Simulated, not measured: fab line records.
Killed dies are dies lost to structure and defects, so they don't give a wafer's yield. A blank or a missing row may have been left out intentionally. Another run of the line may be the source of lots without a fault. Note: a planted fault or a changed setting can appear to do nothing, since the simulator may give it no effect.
Matching of chambers || flow nand_harc || NHARC_A_CHANNEL_FILL_D2_ALD_14 on ald_hk-02: 4 sister chambers
The step deposits SiO2, target thk 2.5 nm, pulse time 10 s, ald cycles 25. 20 wafers are shown with their chamber, then 10 later ones without.

== WAFERS WITH THEIR CHAMBER ==
{"wafer": "L075.1", "chamber": 2, "heater_power_w (W)": 525, "precursor_pulse_height_rel": 0.980}
{"wafer": "L075.5", "chamber": 3, "heater_power_w (W)": 389, "precursor_pulse_height_rel": 1.014}
{"wafer": "L075.6", "chamber": 0, "heater_power_w (W)": 486, "precursor_pulse_height_rel": 0.997}
{"wafer": "L076.2", "chamber": 1, "heater_power_w (W)": 473, "precursor_pulse_height_rel": 1.013}
{"wafer": "L076.3", "chamber": 2, "heater_power_w (W)": 518, "precursor_pulse_height_rel": 1.009}
{"wafer": "L076.4", "chamber": 3, "heater_power_w (W)": 400, "precursor_pulse_height_rel": 1.028}
{"wafer": "L078.1", "chamber": 1, "heater_power_w (W)": 459, "precursor_pulse_height_rel": 1.002}
{"wafer": "L078.3", "chamber": 0, "heater_power_w (W)": 492, "precursor_pulse_height_rel": 0.972}
{"wafer": "L078.5", "chamber": 3, "heater_power_w (W)": 393, "precursor_pulse_height_rel": 1.009}
{"wafer": "L085.2", "chamber": 2, "heater_power_w (W)": 514, "precursor_pulse_height_rel": 1.027}
{"wafer": "L085.3", "chamber": 3, "heater_power_w (W)": 382, "precursor_pulse_height_rel": 0.987}
{"wafer": "L085.4", "chamber": 0, "heater_power_w (W)": 478, "precursor_pulse_height_rel": 0.988}
{"wafer": "L087.2", "chamber": 2, "heater_power_w (W)": 513, "precursor_pulse_height_rel": 0.955}
{"wafer": "L087.4", "chamber": 1, "heater_power_w (W)": 437, "precursor_pulse_height_rel": 1.002}
{"wafer": "L087.5", "chamber": 0, "heater_power_w (W)": 483, "precursor_pulse_height_rel": 1.009}
{"wafer": "L086.2", "chamber": 0, "heater_power_w (W)": 482, "precursor_pulse_height_rel": 0.992}
{"wafer": "L086.3", "chamber": 1, "heater_power_w (W)": 442, "precursor_pulse_height_rel": 1.016}
{"wafer": "L086.5", "chamber": 1, "heater_power_w (W)": 432, "precursor_pulse_height_rel": 1.025}
{"wafer": "L086.1", "chamber": 3, "heater_power_w (W)": 396, "precursor_pulse_height_rel": 0.980}
{"wafer": "L086.4", "chamber": 2, "heater_power_w (W)": 519, "precursor_pulse_height_rel": 1.017}

SIGNATURES (means of the wafers above)
{"reading": "heater_power_w", "chamber 0": 484.20, "chamber 1": 448.60, "chamber 2": 517.80, "chamber 3": 392.00, "scatter within a chamber": 9.83}
{"reading": "precursor_pulse_height_rel", "chamber 0": 0.99160, "chamber 1": 1.01160, "chamber 2": 0.99760, "chamber 3": 1.00360, "scatter within a chamber": 0.0196}
Rule: for a wafer and a chamber, the distance is found by dividing, reading by reading, the gap between the wafer's reading and the chamber's mean by the reading's scatter, squaring, summing and taking the root. The wafer belongs to the nearest chamber; if the next one is less than 2 further off, it can't be placed. How the scatter is found: for the shown wafers, subtract from each reading the mean of its chamber, square and add these, divide the total by (wafers less chambers), then take the root.

== WAFERS WITHOUT THEIR CHAMBER ==
{"wafer": "L086.6", "heater_power_w (W)": 526, "precursor_pulse_height_rel": 1.023}
{"wafer": "L089.3", "heater_power_w (W)": 520, "precursor_pulse_height_rel": 0.964}
{"wafer": "L089.4", "heater_power_w (W)": 387, "precursor_pulse_height_rel": 0.962}
{"wafer": "L089.5", "heater_power_w (W)": 489, "precursor_pulse_height_rel": 0.992}
{"wafer": "L092.1", "heater_power_w (W)": 427, "precursor_pulse_height_rel": 0.981}
{"wafer": "L092.2", "heater_power_w (W)": 505, "precursor_pulse_height_rel": 1.000}
{"wafer": "L092.5", "heater_power_w (W)": 425, "precursor_pulse_height_rel": 1.029}
{"wafer": "L096.1", "heater_power_w (W)": 534, "precursor_pulse_height_rel": 0.995}
{"wafer": "L096.5", "heater_power_w (W)": 517, "precursor_pulse_height_rel": 1.017}
{"wafer": "L096.6", "heater_power_w (W)": 390, "precursor_pulse_height_rel": 1.030}

== WHICH CHAMBER EACH WENT THROUGH ==
{"wafer": "L086.6", "from the rows above": 2, "in truth": 2}
{"wafer": "L089.3", "from the rows above": 2, "in truth": 2}
{"wafer": "L089.4", "from the rows above": 3, "in truth": 3}
{"wafer": "L089.5", "from the rows above": 0, "in truth": 0}
{"wafer": "L092.1", "from the rows above": "can't be placed: 1 or 3", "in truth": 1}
{"wafer": "L092.2", "from the rows above": "can't be placed: 2 or 0", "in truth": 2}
{"wafer": "L092.5", "from the rows above": "can't be placed: 1 or 3", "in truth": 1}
{"wafer": "L096.1", "from the rows above": 2, "in truth": 2}
{"wafer": "L096.5", "from the rows above": 2, "in truth": 2}
{"wafer": "L096.6", "from the rows above": 3, "in truth": 3}
7 of 10 placed correctly. Not placeable from these rows: 3 (in 3, the candidates include the true chamber). 0 placed wrongly.
